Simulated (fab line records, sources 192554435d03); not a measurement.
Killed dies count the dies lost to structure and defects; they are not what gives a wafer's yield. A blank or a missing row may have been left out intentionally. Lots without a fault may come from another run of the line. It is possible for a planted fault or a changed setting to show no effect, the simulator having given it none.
fab line records	flow n5-finfet
[record] lots = 3	wafers = 9	last-day = 21
route steps=1938 shown BEOL_M0_SAQP@674 BEOL_M0_CUTY@701 BEOL_M0@715 BEOL_M4@1111 PASSIVATION@1936
lots that met no fault: taken from a fault-free run of the same line
start-h: the number of hours between the record's first day and the start of the first shown wafer of the lot	wait-h: time in hours since the lot's previous step	" unchanged from the row above	L1.1+2: a row that stands for several wafers	- value missing, or start not given	* or withheld: withheld	< > ~ a bound
route shown NAME@n: a module of which the file shows steps, and the number in the route of the first	usual: mean/standard deviation of fault-free wafers	same: alike in all rows	chamber/n: place in a boat	sites: the reading at each site	_std_site: how widely they spread, as a standard deviation	_edge_site: inner sites' mean taken away from outer sites' mean	radius-mm: for every site, how far away it sits from the centre of the wafer	mask NAME#n: copy n	behind: the most recent tool/chamber to have shaped the wafer	hold: what put the lot on hold/how long, in hours/how the hold closed	device: whichever transistor did not switch (one of n, p or np)	end of line: the same wafers' tests at the end of the route	a step given without rows: its recipe and nothing more	killed: count of dies lost to structure and defects at first sort (not the wafer's yield)	map: per-die view of a wafer (x killed, . not killed, _ where there is no die)
set.NAME: the setting the step ran with; set.NAME@STEP: the setting that earlier step ran with	model.NAME: the simulator's own value behind a step, which no gauge read
lots seen at some steps along the route; tables by step, rows by wafer
services: when a tool's chamber went out of use (start-h, in hours from the record's first day, below 0 if earlier), for how many hours, and the reason
[[steps]]
[step N5_BEOL_M0_SAQP_STRIP_108]
[recipe] chemistry = N2/H2	power-w = 500	temp-c = 40	pressure-mtorr = 50	rf-frequency-hz = 6e+07	overash-fraction = 0.3	bias-power-w = 28	h2-frac = 0.5	n2-flow-sccm = 300	h2-flow-sccm = 300
[step N5_BEOL_M0_SAQP_RECESS_109]
[recipe] chemistry = HF/NH3	target = SiO2	target-depth-a = 30	afs-cycles = 1	temp-c = 30	sublimation-temp-c = 180	sublimation-time-s = 60
[step N5_BEOL_M0_SAQP_SPACER2_ALD_26]
[recipe] material = SiO2	target-thk-a = 150	temp-c = 300	ald-precursor-family = BDEAS	ald-co-reactant = O2-plasma	pulse-time-s = 1	purge-time-s = 2	co-reactant-purge-time-s = 2	pressure-torr = 2
[step N5_BEOL_M0_SAQP_SPACER2_ETCHBACK_27]
[recipe] chemistry = CHF3/O2	mode = anisotropic-etchback	target = SiO2	target-depth-a = 225	time-s = 11.25	pressure-mtorr = 30	source-w = 650	bias-w = 170	Ar_flow_sccm = 200	CHF3_flow_sccm = 50	O2_flow_sccm = 5	ion-energy-ev = 200
[step N5_BEOL_M0_SAQP_MANDREL2_REMOVE_110]
[recipe] chemistry = HBr/Cl2/O2	bt-time-s = 10	target = a-Si	stop-on = SiCN	endpoint = OES-SiCl	over-etch-frac = 1	icp-w = 600	bias-w = 30	HBr_flow_sccm = 150	Cl2_flow_sccm = 80	O2_flow_sccm = 5	pressure-mtorr = 10
[step N5_BEOL_M0_SAQP_COAT_69]
[recipe] resist = SOC	temp-c = 250	time-s = 60	spin-rpm = 1500	resist-thk-nm = 90
[step N5_BEOL_M0_SAQP_COAT_72]
[recipe] resist = SiARC	temp-c = 220	time-s = 60	spin-rpm = 1500	resist-thk-nm = 15
[step N5_BEOL_M0_SAQP_COAT_87]
[recipe] resist = underlayer	temp-c = 205	time-s = 60	spin-rpm = 1500	resist-thk-nm = 5
[step N5_BEOL_M0_SAQP_COAT_34]
[recipe] resist = CAR-EUV	spin-rpm = 1500	resist-thk-nm = 30
[step N5_BEOL_M0_SAQP_EBR_36]
[recipe] solvent = PGMEA	ebr-width-mm = 1.5
[step N5_BEOL_M0_SAQP_SOFTBAKE_35]
[recipe] temp-c = 110	time-s = 60	resist = CAR-EUV
[step N5_BEOL_M0_SAQP_EXPOSE_37]
[recipe] mask-id = M0_CUT1	na = 0.33	source-shape = annular	sigma-inner = 0.35	sigma-outer = 0.8	polarization = unpolarized	target-cd-nm = 30	dose-mj = 44.75
[usual] focus-offset-nm = 0.1/0.41	reticle-temp-C = 22.98/0.11
[same] sigma-inner = 0.35
lot.wafer	tool	chamber	start-h	wait-h	mask	focus-offset-nm	reticle-temp-C
L703.1	euv-scanner-01	0	143.62	-	M0_CUT1#0	-0.2	22.82
L703.4	"	0	"	"	M0_CUT1#0	0.1	22.93
L703.5	"	0	"	"	M0_CUT1#0	-0.2	23.12
L716.1	euv-scanner-01	0	209.04	-	M0_CUT1#0	0.0	23.10
L716.4	"	0	"	"	M0_CUT1#0	0.0	22.91
L716.5	"	0	"	"	M0_CUT1#0	0.2	22.95
L723.1	euv-scanner-02	0	251.62	-	M0_CUT1#0	0.2	22.92
L723.4	"	0	"	"	M0_CUT1#0	0.4	23.09
L723.5	"	0	"	"	M0_CUT1#0	0.9	23.15
[step N5_BEOL_M0_SAQP_PEB_38]
[recipe] peb-temp-c = 100	peb-time-s = 60	resist = CAR-EUV
[step N5_BEOL_M0_SAQP_DEVELOP_39]
[recipe] develop-time-s = 30	developer = TMAH	resist = CAR-EUV	rinse-liquid = surfactant-rinse	dry = air-spin	dev-temp-c = 23
[step N5_BEOL_M0_SAQP_CD_MEAS_40]
[recipe] target-cd-nm = 30	landing-energy-ev = 500	detector = se-inlens
[usual] cd-nm = 29.98/0.26
lot.wafer	tool	chamber	start-h	wait-h	cd-nm
L703.1	cd-sem-01	0	143.76	-	30.29
L703.4	"	0	"	"	29.98
L703.5	"	0	"	"	30.05
L716.1	cd-sem-01	0	209.18	-	17.25
L716.4	"	0	"	"	30.24
L716.5	"	0	"	"	16.97
L723.1	cd-sem-01	0	251.75	-	30.12
L723.4	"	0	"	"	29.92
L723.5	"	0	"	"	29.82
[step N5_BEOL_M0_SAQP_DESCUM_45]
[recipe] chemistry = O2	time-s = 7	source-power-w = 50	bias-power-w = 20	pressure-mtorr = 20	rf-frequency-hz = 2.712e+07	temp-c = 40	resist = CAR-EUV	o2-flow-sccm = 225
[usual] chamber-pressure-mTorr = 20.000/0.018	drypump-motor-current-A = 5.7/0.33	oes-product-au = 0.78/0.091	rf-vpp-V = 242.9/1.6	showerhead-plenum-p-Torr = 2.09/0.08	temp-c = 39.99/0.12	throttle-valve-pct = 20.4/0.36
lot.wafer	tool	chamber	start-h	wait-h	chamber-pressure-mTorr	drypump-motor-current-A	oes-product-au	rf-hours-counter-h	rf-vpp-V	showerhead-plenum-p-Torr	temp-c	throttle-valve-pct	model.BEOL_M0_SAQP.cd-nm
L703.1	rie-diel-06	2	143.88	0.0	20.002	5.8	0.73	152	243.1	2.16	40.01	19.8	30
L703.4	"	0	"	"	19.968	5.7	0.70	248	240.6	2.08	39.97	20.6	30
L703.5	"	2	"	"	20.014	5.8	0.73	-	245.3	2.16	40.11	19.8	30
L716.1	rie-diel-06	1	209.30	0.0	19.997	5.7	0.77	146	240.8	2.02	39.89	21.0	17.4
L716.4	"	0	"	"	20.040	5.7	0.95	16	242.3	2.07	39.97	20.1	30
L716.5	"	3	"	"	20.003	5.4	0.96	-	246.3	2.21	40.17	20.4	16.6
L723.1	rie-diel-06	3	251.87	0.0	20.021	5.4	0.92	15	243.9	2.20	39.93	20.4	30
L723.4	"	2	"	"	19.997	5.8	0.70	193	244.9	2.14	40.17	19.9	30.2
L723.5	"	1	"	"	19.997	5.6	0.77	-	241.7	2.01	39.99	21.0	30
[step N5_BEOL_M0_SAQP_ETCH_88]
[recipe] chemistry = N2/H2	target = underlayer	target-depth-a = 65	time-s = 5.2	ion-energy-ev = 200	mask-material = CAR-EUV	pressure-mtorr = 30	source-w = 840	bias-w = 150	n2-flow-sccm = 200	h2-flow-sccm = 200	ends = cleared
[step N5_BEOL_M0_SAQP_ETCH_73]
[recipe] chemistry = CF4	target = SiARC	target-depth-a = 195	mask-material = CAR-EUV	time-s = 32.5	ion-energy-ev = 80	pressure-mtorr = 40	source-w = 545	bias-w = 36	Ar_flow_sccm = 100	cf4-flow-sccm = 100	ends = cleared
[step N5_BEOL_M0_SAQP_CUT_ETCH_46]
[recipe] chemistry = N2/H2	target = SOC	target-depth-a = 1350	overetch-a = 270	temp-c = 40	time-s = 202.5	ion-energy-ev = 200	mask-material = SiARC	pressure-mtorr = 30	source-w = 840	bias-w = 150	n2-flow-sccm = 200	h2-flow-sccm = 200
[step N5_BEOL_M0_SAQP_STRIP_74]
[recipe] chemistry = N2/H2	temp-c = 40	n2-flow-sccm = 200	h2-flow-sccm = 200	rf-frequency-hz = 6e+07
[step N5_BEOL_M0_SAQP_STRIP_89]
[recipe] chemistry = N2/H2	temp-c = 40	n2-flow-sccm = 200	h2-flow-sccm = 200	rf-frequency-hz = 6e+07
[step N5_BEOL_M0_SAQP_ALD_48]
[recipe] material = SiO2	target-thk-a = 200	temp-c = 100	ald-precursor-family = BDEAS	ald-co-reactant = O2-plasma	pulse-time-s = 1	co-reactant-pulse-time-s = 1	purge-time-s = 2	co-reactant-purge-time-s = 2	ald-cycles = 139	pressure-torr = 2
[step N5_BEOL_M0_SAQP_ETCH_49]
[recipe] chemistry = CF4/O2	target-depth-a = 370	target = SiO2	pressure-mtorr = 40	source-w = 535	bias-w = 49	Ar_flow_sccm = 100	cf4-flow-sccm = 100	O2_flow_sccm = 10	ion-energy-ev = 100
[usual] chamber-pressure-mTorr = 40.00/0.035	drypump-motor-current-A = 5.6/0.36	oes-product-au = 0.77/0.085	rf-vpp-V = 241/6.5	showerhead-plenum-p-Torr = 2.21/0.081	throttle-valve-pct = 15.9/0.33
lot.wafer	tool	chamber	start-h	wait-h	chamber-pressure-mTorr	drypump-motor-current-A	oes-product-au	rf-hours-counter-h	rf-vpp-V	showerhead-plenum-p-Torr	throttle-valve-pct	model.BEOL_M0_SAQP.cd-nm
L703.1	rie-diel-03	2	145.13	0.3	39.97	6.0	0.73	175	240	2.10	15.5	30.6
L703.4	"	3	"	"	40.00	6.5	0.77	117	243	2.24	15.9	30
L703.5	"	0	"	"	40.03	5.2	0.68	-	223	2.18	16.3	30.6
L716.1	rie-diel-06	2	210.11	0.3	39.96	5.8	0.71	180	239	2.29	15.5	17.2
L716.4	"	0	"	"	39.94	5.7	0.95	16	249	2.18	15.4	29
L716.5	"	2	"	"	40.03	5.8	0.71	-	239	2.28	15.6	16.8
L723.1	rie-diel-06	0	252.70	0.3	39.98	5.7	0.93	29	248	2.18	15.5	29.8
L723.4	"	3	"	"	39.98	5.4	0.94	16	251	2.35	16.0	30.6
L723.5	"	2	"	"	39.99	5.8	0.70	-	238	2.28	15.6	30.2
[step N5_BEOL_M0_SAQP_STRIP_75]
[recipe] chemistry = CF4	resist = SiARC	power-w = 300	bias-power-w = 75	pressure-mtorr = 50	cf4-flow-sccm = 150	rf-frequency-hz = 6e+07
[step N5_BEOL_M0_CUTY_COAT_50]
[recipe] resist = SiARC	temp-c = 220	time-s = 60	spin-rpm = 1500	resist-thk-nm = 15
[step N5_BEOL_M0_CUTY_COAT_51]
[recipe] resist = CAR-ArF-block	spin-rpm = 1500	resist-thk-nm = 150
[step N5_BEOL_M0_CUTY_EBR_52]
[recipe] solvent = PGMEA	ebr-width-mm = 1.5
[step N5_BEOL_M0_CUTY_SOFTBAKE_53]
[recipe] temp-c = 110	time-s = 60	resist = CAR-ArF-block
[step N5_BEOL_M0_CUTY_EXPOSE_54]
[recipe] mask-id = M0_ABLK	na = 1.35	source-shape = conventional	sigma-outer = 0.8	polarization = unpolarized	dose-mj = 36
[step N5_BEOL_M0_CUTY_PEB_55]
[recipe] peb-temp-c = 110	peb-time-s = 60	resist = CAR-ArF-block
[step N5_BEOL_M0_CUTY_DEVELOP_56]
[recipe] develop-time-s = 30	developer = TMAH	resist = CAR-ArF-block	rinse-liquid = diw	dry = air-spin	dev-temp-c = 23
[step N5_BEOL_M0_CUTY_DESCUM_61]
[recipe] chemistry = O2	time-s = 7.9	source-power-w = 50	bias-power-w = 20	pressure-mtorr = 20	rf-frequency-hz = 2.712e+07	temp-c = 40	resist = CAR-ArF-block	o2-flow-sccm = 225
[step N5_BEOL_M0_CUTY_ETCH_62]
[recipe] chemistry = CF4	target = SiARC	mask-material = CAR-ArF-block	time-s = 58.5	ion-energy-ev = 80	pressure-mtorr = 40	source-w = 545	bias-w = 36	Ar_flow_sccm = 100	cf4-flow-sccm = 100	ends = cleared
[step N5_BEOL_M0_CUTY_ETCH_63]
[recipe] chemistry = N2/H2	target = SOC	target-depth-a = 827	overetch-a = 165	mask-material = SiARC	temp-c = 40	ion-energy-ev = 200	time-s = 124	pressure-mtorr = 30	source-w = 840	bias-w = 150	n2-flow-sccm = 200	h2-flow-sccm = 200
[step N5_BEOL_M0_CUTY_STRIP_64]
[recipe] chemistry = N2/H2	temp-c = 40	n2-flow-sccm = 200	h2-flow-sccm = 200	rf-frequency-hz = 6e+07
[step N5_BEOL_M0_ETCH_138]
[recipe] chemistry = CH3F/O2	target-depth-a = 120	target = SiCN	time-s = 31.6	ion-energy-ev = 120	pressure-mtorr = 30	source-w = 395	bias-w = 75	Ar_flow_sccm = 150	CH3F_flow_sccm = 30	O2_flow_sccm = 20	ends = cleared
[step N5_BEOL_M4_RC_MEAS_101]
[usual] DIBL_N = 37.7/2	DIBL_P = 37.7/2.3	IOFF_N = 0.18/0.039	IOFF_P = 0.23/0.042	ION_N = 681/12	ION_P = 463/8	SS_N = 71.9/0.68	SS_P = 73.6/0.71	VT_N = 248/3.2	VT_P = -249/3.1
lot.wafer	tool	chamber	start-h	wait-h	DIBL_N[mV/V]	DIBL_P[mV/V]	IOFF_N[nA/um]	IOFF_P[nA/um]	ION_N[uA/um]	ION_P[uA/um]	SS_N[mV/dec]	SS_P[mV/dec]	VT_N[mV]	VT_P[mV]
L703.1	prober-02	0	276.54	0.0	36.3	35.9	0.14	0.19	672	461	71.8	72.8	250	-253
L703.4	"	0	"	"	39.9	39.0	0.21	0.22	679	451	72.2	73.2	248	-250
L703.5	"	0	"	"	39.6	38.8	0.22	0.21	685	454	72.5	73.6	245	-251
L716.4	prober-02	0	358.55	0.5	37.7	39.5	0.18	0.22	686	462	71.9	73.5	245	-251
L723.1	prober-02	0	402.27	0.0	38.4	37.0	0.23	0.25	706	471	72.1	73.2	241	-246
L723.4	"	0	"	"	37.0	34.9	0.16	0.21	663	455	71.9	72.4	251	-247
L723.5	"	0	"	"	38.9	39.3	0.24	0.29	705	475	72.5	75.0	241	-245
[step N5_PASSIVATION_PROBE_49]
[usual] defect-limited-yield = 91.1/1.4	killed_at_M0_to_M3 = 34/9.6	killed_at_M4_up = 15/5.3	killed-at-contacts = 12/6.1	killed-at-front-end = 40/11	killed-at-other = 3.5/2.8	killed-dies = 105/17	killed-on-rim = 14/4.3	killed-open = 70/12	killed-short = 34/7.7	sort_bin_5_function = 5.2/0.97	sort_bin_6_memory = 3.4/0.62	sort-n-pass = 1075/17	sort-yield-pct = 91.1/1.4
[same] gross-dies = 1180	killed-at-back-side = 0	sort_bin_4_leakage[%] = 0	sort_bin_8_speed[%] = 0
lot.wafer	tool	chamber	start-h	wait-h	defect-limited-yield[%]	killed_at_M0_to_M3	killed_at_M4_up	killed-at-contacts	killed-at-front-end	killed-at-other	killed-dies	killed-on-rim	killed-open	killed-short	sort_bin_5_function[%]	sort_bin_6_memory[%]	sort-n-pass	sort-yield-pct[%]
L716.1	prober-01	-	456.93	0.0	0	1130	15	6	28	1	1180	152	45	21	21.6	2.2	0	0
L716.5	prober-01	-	457.13	0.2	0	1092	15	8	63	2	1180	152	64	35	23.5	2.5	0	0
// killed by level:class
L716.1 BEOL_M0_SAQP:area-expose=1101 HKMG_FIN:area-etch=13 BEOL_M2:geometric-particle:open=10 BEOL_M0_SAQP:geometric-particle:short=8 BEOL_M0_SAQP:geometric-particle:open=6 MOL_CONTACT_COAG:geometric-particle:open=5 BEOL_M4:geometric-particle:open=4 DUMMY_GATE:geometric-particle:open=3
L716.5 BEOL_M0_SAQP:area-expose=1067 HKMG_FIN:area-etch=13 STI_FIN_REVEAL:geometric-particle:open=12 DUMMY_GATE:geometric-particle:open=12 BEOL_M4:geometric-particle:open=8 FIN_SAQP:geometric-particle:short=7 MOL_CONTACT_COAG:geometric-particle:open=6 BEOL_M0_SAQP:geometric-particle:short=6
// map L716.1 (x killed, . not)
_________________xxxxxxxxxxxx________________
______________xxxxxxxxxxxxxxxxxx_____________
___________xxxxxxxxxxxxxxxxxxxxxxxx__________
__________xxxxxxxxxxxxxxxxxxxxxxxxxx_________
________xxxxxxxxxxxxxxxxxxxxxxxxxxxxxx_______
_______xxxxxxxxxxxxxxxxxxxxxxxxxxxxxxxx______
______xxxxxxxxxxxxxxxxxxxxxxxxxxxxxxxxxx_____
_____xxxxxxxxxxxxxxxxxxxxxxxxxxxxxxxxxxxx____
____xxxxxxxxxxxxxxxxxxxxxxxxxxxxxxxxxxxxxx___
___xxxxxxxxxxxxxxxxxxxxxxxxxxxxxxxxxxxxxxxx__
___xxxxxxxxxxxxxxxxxxxxxxxxxxxxxxxxxxxxxxxx__
__xxxxxxxxxxxxxxxxxxxxxxxxxxxxxxxxxxxxxxxxxx_
__xxxxxxxxxxxxxxxxxxxxxxxxxxxxxxxxxxxxxxxxxx_
_xxxxxxxxxxxxxxxxxxxxxxxxxxxxxxxxxxxxxxxxxxxx
_xxxxxxxxxxxxxxxxxxxxxxxxxxxxxxxxxxxxxxxxxxxx
_xxxxxxxxxxxxxxxxxxxxxxxxxxxxxxxxxxxxxxxxxxxx
_xxxxxxxxxxxxxxxxxxxxxxxxxxxxxxxxxxxxxxxxxxxx
_xxxxxxxxxxxxxxxxxxxxxxxxxxxxxxxxxxxxxxxxxxxx
_xxxxxxxxxxxxxxxxxxxxxxxxxxxxxxxxxxxxxxxxxxxx
_xxxxxxxxxxxxxxxxxxxxxxxxxxxxxxxxxxxxxxxxxxxx
_xxxxxxxxxxxxxxxxxxxxxxxxxxxxxxxxxxxxxxxxxxxx
__xxxxxxxxxxxxxxxxxxxxxxxxxxxxxxxxxxxxxxxxxx_
__xxxxxxxxxxxxxxxxxxxxxxxxxxxxxxxxxxxxxxxxxx_
___xxxxxxxxxxxxxxxxxxxxxxxxxxxxxxxxxxxxxxxx__
___xxxxxxxxxxxxxxxxxxxxxxxxxxxxxxxxxxxxxxxx__
____xxxxxxxxxxxxxxxxxxxxxxxxxxxxxxxxxxxxxx___
_____xxxxxxxxxxxxxxxxxxxxxxxxxxxxxxxxxxxx____
______xxxxxxxxxxxxxxxxxxxxxxxxxxxxxxxxxx_____
_______xxxxxxxxxxxxxxxxxxxxxxxxxxxxxxxx______
________xxxxxxxxxxxxxxxxxxxxxxxxxxxxxx_______
__________xxxxxxxxxxxxxxxxxxxxxxxxxx_________
___________xxxxxxxxxxxxxxxxxxxxxxxx__________
______________xxxxxxxxxxxxxxxxxx_____________
_________________xxxxxxxxxxxx________________
// map L703.5 (x killed, . not)
_________________..........x.________________
______________..x.........x....._____________
___________...x.........xx...x.....__________
__________...x..x.................x._________
________.....x.....x..x..............x_______
_______.......xx.x............x.x.x.x.x______
______............x.........x.....x.x..._____
_____......x.......................x..x..____
____.........x...........x.x.xx..x........___
___.....................x..........x...x...__
___..........xx.....xx..x..................__
__.x...xx........x.x...x...x............x.x._
__................x........................._
_.....................xx.....x........x......
_...x.............x.......x..................
_x....x.....x.................x.........x....
_...................x........x...........x...
_...xx........x......................x.......
_...xx..x..................................x.
_.................x...x............x.........
_......x..x.............................x..x.
__...x...x....x......x..x........x...xx....._
__...........x....x......................xx._
___...x.........x.x....................x...__
___............x..x.................x..x...__
____.x............x....x........x....x....___
_____......xxx.....................x.....____
______..................x..........x...._____
_______......x...x...............x.....______
________..................x..x...x...._______
__________.....x......x............x_________
___________......x............x..xx__________
______________..........x......._____________
_________________......x.....________________
[[services]]
tool	chamber	start-h	hours	kind
euv-scanner-01	-	130.50	0.6	repair
euv-scanner-01	-	138.17	4.6	pm
rie-diel-06	0	152.53	-	clean
rie-diel-06	0	152.53	-	consumable-replace:focus-ring
rie-diel-06	0	152.53	21.1	scheduled-down
rie-diel-06	0	152.53	21.1	vent-cycle
euv-scanner-02	-	157.33	1.0	pm
euv-scanner-01	-	158.25	1.1	repair
euv-scanner-01	-	162.65	1.0	pm
rie-diel-06	3	179.10	4.1	repair
euv-scanner-02	0	179.44	-	calibration
rie-diel-06	3	183.24	-	clean
rie-diel-06	3	183.24	-	consumable-replace:focus-ring
rie-diel-06	3	183.24	-	consumable-replace:showerhead
rie-diel-06	3	183.24	21.2	scheduled-down
rie-diel-06	3	183.24	21.2	vent-cycle
rie-diel-03	0	200.42	-	clean
rie-diel-03	0	200.42	-	consumable-replace:focus-ring
rie-diel-03	0	200.42	14.1	scheduled-down
rie-diel-03	0	200.42	14.1	vent-cycle
euv-scanner-02	-	213.01	0.6	repair
euv-scanner-02	-	213.62	1.0	pm
euv-scanner-01	-	218.80	1.0	pm
euv-scanner-01	-	246.13	5.8	pm
[[key]]
[first-sign] step = N5_BEOL_M0_SAQP_CD_MEAS_40	reading = cd-nm	direction = down	sigmas = 49	usual = 29.98	struck = 17.11
[effect] step = N5_PASSIVATION_PROBE_49	reading = killed_at_M0_to_M3	direction = up	sigmas = 99+	usual = 34	struck = 1111
[model-effect] step = N5_BEOL_M0_SAQP_DESCUM_45	value = BEOL_M0_SAQP.cd-nm	without = 30.1	struck = 17
[model-effect] step = N5_BEOL_M0_SAQP_ETCH_49	value = BEOL_M0_SAQP.cd-nm	without = 30	struck = 17
[more-kills-born-at] N5_BEOL_M0_SAQP_EXPOSE_37@euv-scanner-01 = 2168
met-at N5_BEOL_M0_SAQP_EXPOSE_37
struck-wafers L716.1,L716.5
later-rows-left-out L716.1,L716.5
[baseline-loss] step = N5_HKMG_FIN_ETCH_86	wafers = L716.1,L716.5
onset-between 143.62 209.04
[fault] kind = process-parameter-drift	tool = euv-scanner-01	chamber = -	onset-h = 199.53	steps = N5_BEOL_M0_SAQP_EXPOSE_37	channel = focus-nm	offset = 107.69	shape = step	end-h = 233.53	scope = struck-wafers-only
// later-rows-left-out: the simulator's readings of these wafers behind a module that went badly wrong aren't trusted and aren't shown, but for the sort
// baseline-loss: these wafers lose ten dies or more at that step, a loss of the line's own and not of a fault; the sort's usual values leave them out
